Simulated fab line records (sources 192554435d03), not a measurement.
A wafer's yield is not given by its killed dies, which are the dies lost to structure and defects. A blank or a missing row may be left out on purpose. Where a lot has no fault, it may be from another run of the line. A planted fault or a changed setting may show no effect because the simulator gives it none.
Matching of chambers | flow n5 finfet | cmp-01 running N5_BEOL_M14_CMP_49: 4 sister chambers
The step polishes, stops on SiO2, t overpolish 5.2 s, target thk 560 nm. 4 wafers are shown with their chamber, then 9 later ones without.

WAFERS WITH THEIR CHAMBER
wafer  | chamber | motor current A (A)
L739.1 | 2       | 7.2
L742.1 | 1       | 9.4
L742.5 | 3       | 7.6
L742.6 | 0       | 8.0

WAFERS WHOSE CHAMBER IS MISSING
wafer  | motor current A (A)
L745.1 | 6.8
L745.2 | 9.0
L745.5 | 7.9
L752.2 | 8.4
L752.5 | 7.6
L752.6 | 7.1
L754.1 | 8.4
L754.3 | 7.0
L754.4 | 9.6

THE CHAMBER EACH PASSED THROUGH
wafer  | from the rows above          | in truth
L745.1 | can't be placed: 2 or 3      | 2
L745.2 | 1                            | 1
L745.5 | can't be placed: 0 or 3      | 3
L752.2 | can't be placed: 0 or 3      | 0
L752.5 | can't be placed: 3 or 2 or 0 | 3
L752.6 | can't be placed: 2 or 3      | 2
L754.1 | can't be placed: 0 or 3      | 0
L754.3 | can't be placed: 2 or 3      | 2
L754.4 | 1                            | 1
Placed correctly: 2 of 9. Unplaceable from these rows: 7, with the true chamber sitting among the candidates in 7. Wrongly placed: 0.
How it was worked out, from the rows above alone: a wafer's distance from a chamber is the root of the sum, over the readings, of the square of ((its reading less the chamber's mean) divided by the reading's scatter). If the next closest chamber is less than 2 further off than the closest, the wafer can't be placed; otherwise it belongs to the closest. The mean given for a chamber averages the wafers shown for that chamber. The scatter: with one shown wafer a chamber, the root of the mean of the squares of how far each hidden wafer lies from its nearest shown one.
